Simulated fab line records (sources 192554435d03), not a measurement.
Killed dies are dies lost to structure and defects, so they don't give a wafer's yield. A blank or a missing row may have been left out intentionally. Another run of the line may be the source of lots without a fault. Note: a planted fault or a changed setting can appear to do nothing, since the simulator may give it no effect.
One fault seen from 2 desks    flow n5-finfet    each desk holds nothing but its own numbers, with what lay behind them at the end

FROM THE METROLOGY DESK
What the gauges read for every lot (on any tool): the sampled wafers with a number, averaged. A lot is out of limits, marked OUT, if its mean lies more than 4 standard deviations from the usual mean; the brackets give that distance.
Columns: A = M12_THK at N5_BEOL_M12_THK_MEAS_50, usual 313 nm; B = M13_ILD_THK at N5_BEOL_M13_THK_MEAS_01, usual 841 nm
lot   first seen here  A    B
L328  day 11 14:23     311  829
L331  day 11 17:46     311  841
L334  day 12 08:53     314  839
L341  day 14 04:16     314  819
L337  day 14 11:55     308  806
L344  day 15 03:23     312  808
L346  day 15 23:35     312  836
L347  day 16 00:09     310  858
L350  day 17 02:37     322  841
Finding of this desk: none of the 9 lots has anything out of limits.

FOR THE TOOL OWNER'S DESK: pecvd-01
The tool's own readings at N5_BEOL_M13_ILD_DEP_00 (deposits SiOC from DEMS/O2, target thk 837.92 nm, time 166.4 s): means of the sampled wafers that have a number, for each lot that ran on this tool. A lot is out of limits, marked OUT, if its mean lies more than 4 standard deviations from the usual mean; the brackets give that distance.
Columns: A = heater-power-outer-w at N5_BEOL_M13_ILD_DEP_00, usual 246 W; B = heater-power-w at N5_BEOL_M13_ILD_DEP_00, usual 461 W; C = showerhead-plenum-p-Torr at N5_BEOL_M13_ILD_DEP_00, usual 5.697 Torr; D = throttle-valve-pct at N5_BEOL_M13_ILD_DEP_00, usual 12.0 %
lot   first seen here  A    B    C      D
L331  day 11 17:57     218  442  5.707  12.6
L334  day 12 09:04     303  523  5.687  11.8
L341  day 14 04:28     315  564  5.693  11.5
L337  day 14 12:07     252  494  5.707  11.9
L344  day 15 03:34     226  441  5.700  12.4
Finding of this desk: none of the 5 lots has anything out of limits.

TAKEN TOGETHER
From the metrology desk's view, nothing was out of limits.
The tool owner's desk saw nothing out of limits.

WHAT THE SIMULATOR HAD PUT IN
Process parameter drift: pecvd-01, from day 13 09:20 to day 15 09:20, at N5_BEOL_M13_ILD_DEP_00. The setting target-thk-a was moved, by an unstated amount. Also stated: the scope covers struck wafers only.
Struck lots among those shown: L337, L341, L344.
